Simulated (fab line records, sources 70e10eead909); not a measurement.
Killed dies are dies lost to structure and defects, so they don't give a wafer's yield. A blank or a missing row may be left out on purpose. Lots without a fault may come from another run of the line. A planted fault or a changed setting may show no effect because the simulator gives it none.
Chamber matching | flow nand_harc | NHARC_P_M2_CMP_23 on cmp-04: 4 sister chambers
The step polishes, t overpolish 20 s, target thk 144.3 nm. 14 wafers are shown with their chamber, then 7 later ones without.

WAFERS WITH THEIR CHAMBER
wafer  | chamber | motor_current_A (A) | time_to_endpoint_s (s)
L083.1 | 0       | 9.9                 | 24.1
L083.4 | 1       | 12.0                | 25.1
L083.6 | 2       | 12.3                | 23.6
L084.2 | 3       | 10.5                | 26.4
L084.3 | 1       | 11.8                | 26.9
L084.6 | 2       | 12.7                | 27.5
L085.2 | 1       | 11.9                | 26.3
L085.3 | 3       | 10.4                | 27.7
L085.4 | 0       | 9.8                 | 27.7
L089.3 | 2       | 12.0                | 24.8
L089.4 | 1       | 11.6                | 25.6
L089.5 | 1       | 11.9                | 25.0
L091.1 | 0       | 10.0                | 28.4
L091.3 | 3       | 10.7                | 30.0

SIGNATURES (means of the wafers above)
reading            | chamber 0 | chamber 1 | chamber 2 | chamber 3 | scatter within a chamber
motor_current_A    | 9.900     | 11.840    | 12.333    | 10.533    | 0.201
time_to_endpoint_s | 26.733    | 25.780    | 25.300    | 28.033    | 1.67
Rule: a wafer's distance from a chamber is the root of the sum, over the readings, of the square of ((its reading less the chamber's mean) divided by the reading's scatter). The wafer belongs to the nearest chamber; if the next one is less than 2 further off, it can't be placed. The scatter: the root of (the sum of the squares of (reading less its chamber's mean) over the shown wafers, divided by (wafers less chambers)).

WAFERS WITHOUT THEIR CHAMBER
wafer  | motor_current_A (A) | time_to_endpoint_s (s)
L091.4 | 11.8                | 28.5
L096.1 | 11.8                | 26.1
L096.5 | 11.8                | 28.3
L096.6 | 9.6                 | 30.9
L097.1 | 10.0                | 30.4
L097.4 | 11.5                | 28.6
L097.5 | 9.8                 | 29.8

WHICH CHAMBER EACH WENT THROUGH
wafer  | from the rows above     | in truth
L091.4 | can't be placed: 1 or 2 | 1
L096.1 | 1                       | 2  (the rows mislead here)
L096.5 | can't be placed: 1 or 2 | 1
L096.6 | 0                       | 0
L097.1 | can't be placed: 0 or 3 | 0
L097.4 | 1                       | 1
L097.5 | can't be placed: 0 or 3 | 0
Placed correctly: 2 of 7. Can't be placed from these rows: 4 (the true chamber is among the candidates in 4). Placed wrongly: 1.
